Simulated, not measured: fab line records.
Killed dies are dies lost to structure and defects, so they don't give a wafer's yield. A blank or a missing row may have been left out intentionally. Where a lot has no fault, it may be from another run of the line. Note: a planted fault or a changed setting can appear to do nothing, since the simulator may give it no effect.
A struck lot beside a sound one | flow n5 finfet | 20 steps out of a route of 1938
Sound: wafers L440.3, L440.4, L440.6. Struck: wafer L436.6 (left out: L436.3, L436.5 of the same lot, which were not struck); the cause appears at the end.
For every step that has rows: the tool of each side, followed by ch and its chambers, followed by its first start. Under that, the readings that differ: sound wafers | struck wafers | difference of the means | sigmas: that difference in standard deviations of wafers without a fault.
alike: words and numbers the same on both sides, and readings whose means are apart by under 2 such deviations; not compared: readings that were withheld, readings missing a value for some wafer, numbers with overlapping values and no deviation given by the record, and bounds like >300 which may hide the same value.
A row with sigmas, a row that says differs or no value, or rows on one side alone: a step with any of these is where the two part. When numbers do not overlap yet have no deviation, they are printed without sigmas and do not part them. Lack of a reading on every wafer of one side parts them only where that side has two or more wafers.

first, 7 steps without rows for these wafers: N5_BEOL_M4_PRE_CLEAN_60 (time 15 s); N5_BEOL_M4_CO_CAP_55 (material Co, precursor CCTBA/H2, target thk 2 nm, time 102.1 s); N5_BEOL_M4_PRE_CLEAN_56 (time 15 s); N5_BEOL_M4_DEP_57 (deposits SiCN from 3MS/NH3, target thk 8 nm, time 14 s); N5_BEOL_M5_ILD_DEP_00 (deposits SiCOH lowk from DEMS/porogen, target thk 140.64 nm, time 25.9 s); N5_BEOL_M5_CURE_79 (cures SiCOH lowk, time 240 s); N5_BEOL_M5_PECVD_70 (deposits SiO2 from TEOS/O2, target thk 16 nm, time 18 s).
N5_BEOL_M5_HM_DEP_02: deposits TiN, target thk 20 nm.
  sound on pvd sputter-02 at day 14 13:08; struck on pvd sputter-03 at day 13 05:17
  alike: throttle valve pct
then, 9 steps without rows for these wafers: N5_BEOL_M5_COAT_59 (time 60 s, resist thk 60 nm); N5_BEOL_M5_COAT_60 (time 60 s, resist thk 12 nm); N5_BEOL_M5_COAT_71 (time 60 s, resist thk 5 nm); N5_BEOL_M5_COAT_05 (resist thk 30 nm); N5_BEOL_M5_EBR_07; N5_BEOL_M5_SOFTBAKE_06 (time 60 s); N5_BEOL_M5_EXPOSE_08 (exposes mask M5, target cd 28 nm); N5_BEOL_M5_PEB_09 (peb time 60 s); N5_BEOL_M5_DEVELOP_10 (develop time 30 s).
N5_BEOL_M5_INSPECT_13: inspects for defects (brightfield).
  sound on defect inspect-01 at day 14 13:45; struck on defect inspect-02 at day 13 05:53
  reading          | sound       | struck | difference | sigmas
  raw defect count | 314 339 312 | 904    | +582       | +6
then, 1 step without rows for these wafers: N5_BEOL_M5_DESCUM_16 (chemistry O2, time 7 s).
-- here the record skips 5 days between the struck wafers' starts before and after, leaving off in module BEOL_M5 and picking up in module PASSIVATION (first step shown: number 1936 of the route) --
N5_PASSIVATION_PROBE_49:
  the record has rows for the struck wafers here (prober-02, day 17 21:20) and none for the sound ones

## WHERE THEY PART
Earliest at N5_BEOL_M5_INSPECT_13; latest, in this record, at N5_PASSIVATION_PROBE_49.

WHY: whatever the simulator had introduced
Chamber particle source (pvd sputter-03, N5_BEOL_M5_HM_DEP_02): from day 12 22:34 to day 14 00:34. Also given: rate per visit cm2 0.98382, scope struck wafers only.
